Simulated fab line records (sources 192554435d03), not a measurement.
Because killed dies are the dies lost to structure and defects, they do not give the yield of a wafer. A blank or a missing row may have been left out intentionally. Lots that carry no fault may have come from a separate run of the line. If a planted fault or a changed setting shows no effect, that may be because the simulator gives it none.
Matching of chambers    flow n5Finfet    N5_BEOL_M4_ETCH_69 on rieDiel-01: 4 sister chambers
The step etches SiARC in CF4, target depth 15.6 nm, time 26 s. 4 wafers are shown with their chamber, then 10 later ones without.

WAFERS, EACH WITH ITS CHAMBER
wafer   chamber  showerheadPlenumPTorr (Torr)
L084.6  1        2.09
L087.5  0        2.25
L086.2  3        2.27
L086.3  2        2.18

WAFERS WITHOUT THEIR CHAMBER
wafer   showerheadPlenumPTorr (Torr)
L086.6  2.09
L090.1  2.25
L090.4  2.25
L090.5  2.27
L091.1  2.25
L091.4  2.25
L091.5  2.09
L097.2  2.24
L097.4  2.18
L097.5  2.18

EACH ONE'S CHAMBER
wafer   from the rows above  in truth
L086.6  1                    1
L090.1  0                    0
L090.4  0                    0
L090.5  3                    3
L091.1  0                    0
L091.4  0                    0
L091.5  1                    1
L097.2  0                    0
L097.4  2                    2
L097.5  2                    2
Placed correctly: 10 of 10. Number that these rows cannot place: 0. Number placed wrongly: 0.
How it was worked out, from the rows above alone: a wafer's distance from a chamber is the root of the sum, over the readings, of the square of ((its reading less the chamber's mean) divided by the reading's scatter). The wafer belongs to the nearest chamber; if the next one is less than 2 further off, it can't be placed. The mean given for a chamber averages the wafers shown for that chamber. The scatter: root of mean squared gap, hidden wafer to nearest shown wafer, with one shown wafer a chamber.
